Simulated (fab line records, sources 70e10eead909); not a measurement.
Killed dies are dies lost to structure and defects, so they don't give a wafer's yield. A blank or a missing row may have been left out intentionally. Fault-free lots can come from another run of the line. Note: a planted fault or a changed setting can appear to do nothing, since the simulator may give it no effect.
Chamber matching | flow nandHarc | 3 sister chambers for NHARC_A_SLIT_DEP_25 on pecvd-02
The step deposits SiO2, target thk 200 nm. 14 wafers are shown with their chamber, then 7 later ones without.

== WAFERS WITH THEIR CHAMBER ==
wafer  | chamber | throttleValvePct (%) | heaterPowerW (W)
L074.1 | 2       | 15.6                 | 610
L074.4 | 0       | 16.3                 | 643
L074.6 | 2       | 15.1                 | 610
L080.1 | 2       | 15.1                 | 596
L080.5 | 1       | 16.3                 | 510
L080.6 | 2       | 15.3                 | 597
L078.3 | 1       | 16.4                 | 425
L078.4 | 0       | 15.8                 | 588
L078.6 | 2       | 15.4                 | 670
L083.1 | 2       | 15.4                 | 573
L083.4 | 0       | 16.1                 | 597
L083.5 | 2       | 15.3                 | 606
L086.1 | 2       | 15.4                 | 587
L086.3 | 1       | 16.9                 | 469

SIGNATURES, as means of the wafers listed above
reading          | chamber 0 | chamber 1 | chamber 2 | scatter within a chamber
throttleValvePct | 16.067    | 16.533    | 15.325    | 0.219
heaterPowerW     | 609.33    | 468.00    | 606.12    | 31.8
Rule: a wafer's distance from a chamber is the root of the sum, over the readings, of the square of ((its reading less the chamber's mean) divided by the reading's scatter). If the next closest chamber is less than 2 further off than the closest, the wafer can't be placed; otherwise it belongs to the closest. The scatter: the root of (the sum of the squares of (reading less its chamber's mean) over the shown wafers, divided by (wafers less chambers)).

== WAFERS WITHOUT THEIR CHAMBER ==
wafer  | throttleValvePct (%) | heaterPowerW (W)
L086.4 | 16.0                 | 567
L093.1 | 16.4                 | 495
L093.4 | 15.2                 | 515
L093.5 | 16.3                 | 589
L094.1 | 16.4                 | 418
L094.4 | 15.2                 | 642
L094.6 | 16.0                 | 577

== EACH ONE'S CHAMBER ==
wafer  | from the rows above     | in truth
L086.4 | can't be placed: 0 or 2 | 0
L093.1 | 1                       | 1
L093.4 | 2                       | 2
L093.5 | 0                       | 0
L094.1 | 1                       | 1
L094.4 | 2                       | 2
L094.6 | 0                       | 0
Placed correctly: 6 of 7. Can't be placed from these rows: 1 (the true chamber is among the candidates in 1). 0 placed wrongly.
